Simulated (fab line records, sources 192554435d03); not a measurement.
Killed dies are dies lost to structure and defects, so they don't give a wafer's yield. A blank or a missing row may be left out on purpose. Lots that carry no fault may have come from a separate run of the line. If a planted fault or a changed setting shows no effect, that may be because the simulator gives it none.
Struck lot and sound lot, side by side ; flow n5_finfet ; 39 steps out of a route of 1938
Sound: wafers L288.3, L288.4, L288.5. Wafers struck: L281.1, L281.3, L281.4. Last of all comes the cause.
At each step with rows: each side's tool, then ch and its chambers, then its first start. Under that, the readings that differ: sound wafers ; struck wafers ; difference of the means ; sigmas: that difference in standard deviations of wafers without a fault.
alike: a reading whose means differ by less than 2 such deviations, as well as words and numbers matching on both sides. not compared: withheld readings; readings where some wafer has no value; bounds like >300 that might hide an equal value; numbers whose values overlap and for which the record gives no deviation.
Wherever a step has rows on one side only, a row that says differs or no value, or a row with sigmas, the two part there. Numbers that don't overlap but have no deviation are shown without sigmas and don't part them. A reading missing from all wafers of one side parts the sides only when that side holds two or more wafers.

first, 12 steps without rows for these wafers: N5_HKMG_FIN_DESCUM_53 (chemistry O2, time 7.9 s); N5_HKMG_FIN_ETCH_54 (etches SiARC in CF4, target depth 45.5 nm, time 75.8 s); N5_HKMG_FIN_ETCH_55 (etches SOC in N2/H2, target depth 240 nm, time 300 s); N5_HKMG_FIN_STRIP_56 (strips in N2/H2); N5_HKMG_FIN_STRIP_57 (strips in CF4); N5_HKMG_FIN_ETCH_58 (etches SOC in N2/H2, target depth 215.8 nm, time 741 s); N5_HKMG_FIN_STRIP_93 (strips SOC in N2/H2, time 20 s); N5_HKMG_FIN_WET_ETCH_76 (etches Al2O3 in dNH4OH, stops on La2O3, target depth 2.25 nm, rinse time 30 s); N5_HKMG_FIN_STRIP_60 (strips in N2/H2, time 360 s); N5_HKMG_FIN_WET_ETCH_77 (etches La2O3 in dHCl, stops on HfO2, target depth 2 nm); N5_HKMG_FIN_WET_ETCH_78 (etches Al2O3 in dNH4OH, stops on La2O3, target depth 4.5 nm, rinse time 30 s); N5_HKMG_FIN_ALD_79 (deposits TiN, target thk 1.5 nm, pulse time 1 s, purge time 3 s).
N5_HKMG_FIN_CVD_62: deposits a-Si from Si2H6, target thk 3 nm, time 20.8 s.
  sound on thermal_cvd_si-02 ch 1,2, day 8 07:34; struck on thermal_cvd_si-01 ch 1,2, day 6 09:48
  no value came back on the struck wafers for chamber_pressure_Torr (Torr), heater_power_outer_w (W), heater_power_w (W); on the sound wafers chamber_pressure_Torr (Torr) reads 0.9994 1.0015 1.0006
  not compared: since_wet_clean_h
then, 25 steps without rows for these wafers: N5_HKMG_FIN_RTA_80 (time 2 s); N5_HKMG_FIN_PRECLEAN_64 (cleans in dHF, time 30 s); N5_HKMG_FIN_WET_ETCH_65 (etches a-Si in TMAH, stops on TiN, time 49 s, target depth 3 nm); N5_HKMG_FIN_WET_ETCH_81 (etches TiN in SC1, stops on HfO2, time 57 s, target depth 6 nm); N5_HKMG_FIN_WET_ETCH_82 (etches La2O3 in dHCl, stops on HfO2, target depth 2 nm, rinse time 30 s); N5_HKMG_FIN_ALD_36 (deposits TiN, target thk 1 nm, pulse time 1 s, purge time 3 s); N5_HKMG_FIN_PWFM_ALD_03 (deposits TiN, target thk 2 nm, pulse time 1 s, purge time 3 s); N5_HKMG_FIN_COAT_29 (time 60 s, resist thk 300 nm); N5_HKMG_FIN_COAT_30 (time 60 s, resist thk 35 nm); N5_HKMG_FIN_COAT_06 (resist thk 90 nm); N5_HKMG_FIN_EBR_08; N5_HKMG_FIN_SOFTBAKE_07 (time 60 s); N5_HKMG_FIN_EXPOSE_09 (exposes mask NWFM); N5_HKMG_FIN_PEB_10 (peb time 60 s); N5_HKMG_FIN_DEVELOP_11 (develop time 30 s); N5_HKMG_FIN_DESCUM_17 (chemistry O2, time 7.9 s); N5_HKMG_FIN_ETCH_31 (etches SiARC in CF4, target depth 45.5 nm, time 75.8 s); N5_HKMG_FIN_ETCH_32 (etches SOC in N2/H2, target depth 240 nm, time 300 s); N5_HKMG_FIN_STRIP_33 (strips in N2/H2); N5_HKMG_FIN_STRIP_34 (strips in CF4); N5_HKMG_FIN_ETCH_35 (etches SOC in N2/H2, target depth 215.8 nm, time 243.4 s); N5_HKMG_FIN_STRIP_92 (strips SOC in N2/H2, time 20 s); N5_HKMG_FIN_WET_ETCH_18 (etches TiN in SC1, time 55 s, target depth 5.2 nm, rinse time 30 s); N5_HKMG_FIN_STRIP_19 (strips in N2/H2, time 360 s); N5_HKMG_FIN_ALD_91 (deposits TiN, target thk 1 nm, pulse time 1 s, purge time 3 s).
-- here the record skips 5 days between the struck wafers' starts before and after, leaving off in module HKMG_FIN and picking up in module BEOL_M4 (first step shown: number 1111 of the route) --
N5_BEOL_M4_RC_MEAS_101:
  sound on prober-02 ch 0, day 11 22:31; struck on prober-02 ch 0, day 11 00:14
reading;sound;struck;difference;sigmas
DIBL_N (mV/V);34.0 36.5 36.1;40.5 40.2 41.2;+5.1;+4
DIBL_P (mV/V);33.1 36.7 36.0;39.8 39.8 41.2;+5.0;+3
EOT_N;10.55 10.69 10.55;11.92 11.91 12.02;+1.35;+17
EOT_P;10.44 10.58 10.44;12.01 11.90 11.86;+1.44;+16
IGATE_N (nA/um);0.0114 0.0096 0.0123;0.0027 0.0023 0.0022;-0.0087;-6
IGATE_P (nA/um);0.0034 0.0029 0.0037;0.0008 0.0007 0.0007;-0.0026;-6
IOFF_N (nA/um);0.118 0.155 0.153;0.217 0.213 0.240;+0.081;+4
IOFF_N_LIN (nA/um);0.060 0.073 0.073;0.102 0.099 0.110;+0.035;+4
IOFF_P (nA/um);0.169 0.213 0.202;0.311 0.306 0.365;+0.133;+5
IOFF_P_85C (nA/um);3.0 3.7 3.6;5.0 5.0 5.8;+1.8;+4
IOFF_P_LIN (nA/um);0.085 0.099 0.097;0.147 0.144 0.166;+0.059;+5
SS_N (mV/dec);70.2 71.2 71.3;71.6 72.3 72.1;+1.1;+2
SS_P (mV/dec);72.9 73.5 73.2;74.0 74.7 74.6;+1.2;+2
VT_P (mV);-253 -249 -248;-245 -245 -242;+6;+2
  alike: ION_N, ION_P, VT_N

== WHERE THEY PART ==
Earliest at N5_HKMG_FIN_CVD_62; latest, in this record, at N5_BEOL_M4_RC_MEAS_101.

WHY: what had been put in by the simulator
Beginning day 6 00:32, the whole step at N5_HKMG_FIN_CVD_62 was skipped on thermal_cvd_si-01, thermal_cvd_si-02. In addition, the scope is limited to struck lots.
